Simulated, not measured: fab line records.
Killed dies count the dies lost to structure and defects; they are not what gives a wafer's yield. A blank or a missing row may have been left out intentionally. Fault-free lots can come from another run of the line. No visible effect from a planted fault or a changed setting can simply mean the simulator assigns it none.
Which tool is to blame? / flow nandHarc / 6 lots, 18 wafers sampled, at 4 steps of a route of 1159

WHAT THE GAUGES READ, wafer by wafer
NHARC_P_CONTACT_CD_MEAS_12 targets a cd of 90 nm.
lot=L837; measured=day 5 21:38; on=cdSem-02; cdNm (nm)=89.1 90.2 89.9
lot=L840; measured=day 6 09:43; on=cdSem-02; cdNm (nm)=89.2 89.6 90.0
lot=L842; measured=day 7 03:04; on=cdSem-03; cdNm (nm)=89.1 89.3 89.2
lot=L845; measured=day 8 02:40; on=cdSem-02; cdNm (nm)=89.9 89.0 89.3
lot=L846; measured=day 8 07:48; on=cdSem-03; cdNm (nm)=89.8 89.3 89.7
lot=L849; measured=day 9 03:52; on=cdSem-01; cdNm (nm)=89.5 89.2 89.7

WHICH TOOL RAN EACH LOT (tool, then ch and the chambers of the sampled wafers, then the start)
lot=L837; NHARC_P_GATE_DESCUM_93=rieDiel-12 ch 0,1, day 5 17:05; NHARC_P_CONTACT_DEP_00=pecvd-04 ch 0,1,2, day 5 21:30 or earlier; NHARC_P_CONTACT_EXPOSE_09=arfiScanner-03 ch 0, day 5 21:30
lot=L840; NHARC_P_GATE_DESCUM_93=rieDiel-03 ch 0,1,3, day 6 05:05; NHARC_P_CONTACT_DEP_00=pecvd-04 ch 0,1,2, day 6 09:35 or earlier; NHARC_P_CONTACT_EXPOSE_09=arfiScanner-01 ch 0, day 6 09:35
lot=L842; NHARC_P_GATE_DESCUM_93=rieDiel-12 ch 0,3, day 6 22:17; NHARC_P_CONTACT_DEP_00=pecvd-01 ch 1,2, day 7 02:56 or earlier; NHARC_P_CONTACT_EXPOSE_09=arfiScanner-01 ch 0, day 7 02:56
lot=L845; NHARC_P_GATE_DESCUM_93=rieDiel-03 ch 2,3, day 7 22:00; NHARC_P_CONTACT_DEP_00=pecvd-03 ch 0,1, day 8 02:31 or earlier; NHARC_P_CONTACT_EXPOSE_09=arfiScanner-01 ch 0, day 8 02:31
lot=L846; NHARC_P_GATE_DESCUM_93=rieDiel-03 ch 0,1,3, day 8 03:12; NHARC_P_CONTACT_DEP_00=pecvd-01 ch 0,1, day 8 07:40 or earlier; NHARC_P_CONTACT_EXPOSE_09=arfiScanner-01 ch 0, day 8 07:40
lot=L849; NHARC_P_GATE_DESCUM_93=rieDiel-03 ch 2,3, day 8 21:58; NHARC_P_CONTACT_DEP_00=pecvd-04 ch 0,1,2, day 9 03:44 or earlier; NHARC_P_CONTACT_EXPOSE_09=arfiScanner-02 ch 0, day 9 03:44
- NHARC_P_GATE_DESCUM_93: chemistry O2, time 3 s.
- NHARC_P_CONTACT_DEP_00: deposits SiO2, target thk 500 nm.
- NHARC_P_CONTACT_EXPOSE_09: exposes mask P CA, target cd 90 nm.

THE ANSWER, worked out from the rows above alone
Rule: what is usual is taken from the lots themselves. Put in order of their means at a reading, lots are off if they are a third of the lots or fewer, leave a main group of 4 or more, and stand apart from it by a gap of 3 or more times the standard deviation of the main group's means; of several such gaps the widest counts. A main group whose means are all the same, to the digits that the tables above print for the reading, isn't used. Also off: a lot with no number at a reading for which 4 or more lots have one. Where the step has rows for the other lots, those lots are counted as sound.
Across all readings shown, no lot is off: no conclusion can be drawn from this.

WHAT HAD BEEN PUT IN BY THE SIMULATOR
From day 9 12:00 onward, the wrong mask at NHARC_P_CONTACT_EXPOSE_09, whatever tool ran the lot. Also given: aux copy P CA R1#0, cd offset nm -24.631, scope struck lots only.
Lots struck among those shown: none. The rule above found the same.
